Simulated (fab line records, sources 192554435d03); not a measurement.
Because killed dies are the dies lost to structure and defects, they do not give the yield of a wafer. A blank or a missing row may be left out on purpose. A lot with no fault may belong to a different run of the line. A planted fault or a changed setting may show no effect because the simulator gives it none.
Matching of chambers ; flow n5 finfet ; N5_STI_FIN_REVEAL_ALD_00 on ald sin-02 has 4 sister chambers
The step deposits SiO2, target thk 1 nm, pulse time 1 s. 22 wafers are shown with their chamber, then 11 later ones without.

== WAFERS, EACH WITH ITS CHAMBER ==
wafer;chamber;heater power outer w (W);heater power w (W);precursor pulse height rel
L074.1;3;291;490;1.010
L074.4;0;227;462;0.991
L074.6;3;307;507;1.018
L076.1;1;272;502;1.005
L076.3;0;231;455;1.004
L076.5;1;273;495;0.990
L077.2;2;247;455;0.989
L077.3;1;277;489;1.035
L077.4;3;298;511;0.973
L083.2;0;239;454;0.993
L083.4;1;279;493;1.004
L083.6;3;304;504;0.987
L084.1;3;300;495;0.996
L084.2;0;234;459;1.000
L084.3;2;253;446;0.970
L085.2;3;304;510;1.028
L085.3;0;232;475;0.992
L085.6;0;235;465;0.997
L087.1;2;248;444;1.031
L087.2;1;278;508;1.006
L087.5;1;281;496;0.985
L089.1;3;308;502;1.028

SIGNATURES (averages over the wafers above)
reading;chamber 0;chamber 1;chamber 2;chamber 3;scatter within a chamber
heater power outer w;233.00;276.67;249.33;301.71;4.55
heater power w;461.67;497.17;448.33;502.71;7.31
precursor pulse height rel;0.99617;1.00417;0.99667;1.00571;0.0187
Rule: a wafer's distance from a chamber is the root of the sum, over the readings, of the square of ((its reading less the chamber's mean) divided by the reading's scatter). The wafer belongs to the nearest chamber; if the next one is less than 2 further off, it can't be placed. The scatter is the square root of a quotient: the sum, over the shown wafers, of each reading's squared deviation from its chamber's mean, divided by wafers minus chambers.

== WAFERS WHOSE CHAMBER IS MISSING ==
wafer;heater power outer w (W);heater power w (W);precursor pulse height rel
L089.3;278;490;1.027
L089.4;235;464;1.034
L090.2;297;510;1.000
L090.5;232;462;1.013
L090.6;282;505;0.988
L094.2;235;471;1.045
L094.3;302;497;0.991
L094.6;231;456;0.959
L095.1;238;458;0.991
L095.2;281;496;0.995
L095.3;306;512;1.020

== WHICH CHAMBER EACH WENT THROUGH ==
wafer;from the rows above;in truth
L089.3;1;1
L089.4;0;0
L090.2;3;3
L090.5;0;0
L090.6;1;1
L094.2;0;0
L094.3;3;3
L094.6;0;0
L095.1;can't be placed: 0 or 2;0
L095.2;1;1
L095.3;3;3
Placed correctly: 10 of 11. Cannot be placed on the basis of these rows: 1; the candidates contain the true chamber in 1. Placed wrongly: 0.
